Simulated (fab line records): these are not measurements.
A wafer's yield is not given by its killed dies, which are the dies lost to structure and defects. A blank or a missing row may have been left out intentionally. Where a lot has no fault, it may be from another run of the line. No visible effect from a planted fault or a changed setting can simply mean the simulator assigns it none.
The tool behind it: which one? || flow n5Finfet || 72 wafers sampled from 24 lots at 1 step of a route of 1938

== WHAT THE GAUGES READ, wafer by wafer ==
N5_BEOL_M6_CD_MEAS_18: pitch 80 nm, target cd 40 nm. Usual: 40.2 nm for cdNm, sd 0.44.
{"lot": "L074", "measured": "day 8 04:29", "on": "cdSem-02", "cdNm (nm)": "40.2 39.8 39.9", "flag": ""}
{"lot": "L075", "measured": "day 8 19:29", "on": "cdSem-01", "cdNm (nm)": "40.0 40.0 40.4", "flag": ""}
{"lot": "L076", "measured": "day 9 04:56", "on": "cdSem-03", "cdNm (nm)": "40.9 40.9 41.2", "flag": ""}
{"lot": "L077", "measured": "day 9 05:05", "on": "cdSem-02", "cdNm (nm)": "40.0 39.5 40.2", "flag": ""}
{"lot": "L078", "measured": "day 9 20:56", "on": "cdSem-03", "cdNm (nm)": "39.9 39.9 40.4", "flag": ""}
{"lot": "L080", "measured": "day 10 00:10", "on": "cdSem-03", "cdNm (nm)": "39.8 39.8 39.7", "flag": ""}
{"lot": "L079", "measured": "day 10 00:14", "on": "cdSem-01", "cdNm (nm)": "40.7 40.4 41.0", "flag": ""}
{"lot": "L081", "measured": "day 10 04:05", "on": "cdSem-02", "cdNm (nm)": "40.6 39.8 40.7", "flag": ""}
{"lot": "L082", "measured": "day 11 00:40", "on": "cdSem-02", "cdNm (nm)": "40.2 39.8 39.9", "flag": ""}
{"lot": "L083", "measured": "day 11 02:28", "on": "cdSem-03", "cdNm (nm)": "39.3 39.8 39.5", "flag": ""}
{"lot": "L084", "measured": "day 11 06:18", "on": "cdSem-01", "cdNm (nm)": "40.3 40.1 40.0", "flag": ""}
{"lot": "L085", "measured": "day 11 06:36", "on": "cdSem-03", "cdNm (nm)": "40.4 39.9 40.3", "flag": ""}
{"lot": "L086", "measured": "day 11 10:25", "on": "cdSem-02", "cdNm (nm)": "40.7 40.8 39.9", "flag": ""}
{"lot": "L087", "measured": "day 11 10:38", "on": "cdSem-03", "cdNm (nm)": "40.4 40.1 40.2", "flag": ""}
{"lot": "L088", "measured": "day 12 05:22", "on": "cdSem-01", "cdNm (nm)": "39.6 39.5 40.2", "flag": ""}
{"lot": "L089", "measured": "day 12 09:10", "on": "cdSem-03", "cdNm (nm)": "40.8 40.9 40.8", "flag": ""}
{"lot": "L090", "measured": "day 12 13:41", "on": "cdSem-02", "cdNm (nm)": "40.0 39.5 39.1", "flag": ""}
{"lot": "L091", "measured": "day 13 02:40", "on": "cdSem-03", "cdNm (nm)": "39.8 40.1 40.4", "flag": ""}
{"lot": "L092", "measured": "day 13 15:29", "on": "cdSem-01", "cdNm (nm)": "40.4 40.4 40.0", "flag": ""}
{"lot": "L095", "measured": "day 13 22:10", "on": "cdSem-01", "cdNm (nm)": "40.4 40.4 40.8", "flag": ""}
{"lot": "L093", "measured": "day 14 02:34", "on": "cdSem-02", "cdNm (nm)": "39.4 40.8 40.3", "flag": ""}
{"lot": "L097", "measured": "day 14 02:57", "on": "cdSem-01", "cdNm (nm)": "40.0 39.7 39.9", "flag": ""}
{"lot": "L094", "measured": "day 14 05:34", "on": "cdSem-01", "cdNm (nm)": "40.4 40.5 40.1", "flag": ""}
{"lot": "L096", "measured": "day 14 16:49", "on": "cdSem-01", "cdNm (nm)": "40.9 40.1 40.7", "flag": ""}

== TOOL THAT RAN EACH LOT (tool first, then ch and the chambers of the sampled wafers, then the start) ==
The record shows no process step preceding these readings.

== WHAT THE TOOLS THEMSELVES READ (means of the sampled wafers that have a number; where no wafer has one, the mark that the record gives instead) ==
The record holds no such reading with a usual standard deviation.

== THE ANSWER, worked out from the rows above alone ==
Rule: a lot counts as off when the mean over its wafers that have a number is more than 3 standard deviations away from the usual mean. A lot without any number at a reading at which 4 lots or more have one is off too. All remaining lots with rows at the step are treated as sound. The gauges are gone through in route order, then the tools' own readings, and for those a lot's mean is taken as printed above. At the first step where some lot is off, the reading lying furthest off is the one used; lots without a number count as furthest.
None of the lots is off at any reading shown; this tells nothing.

== WHAT HAD BEEN PUT IN BY THE SIMULATOR ==
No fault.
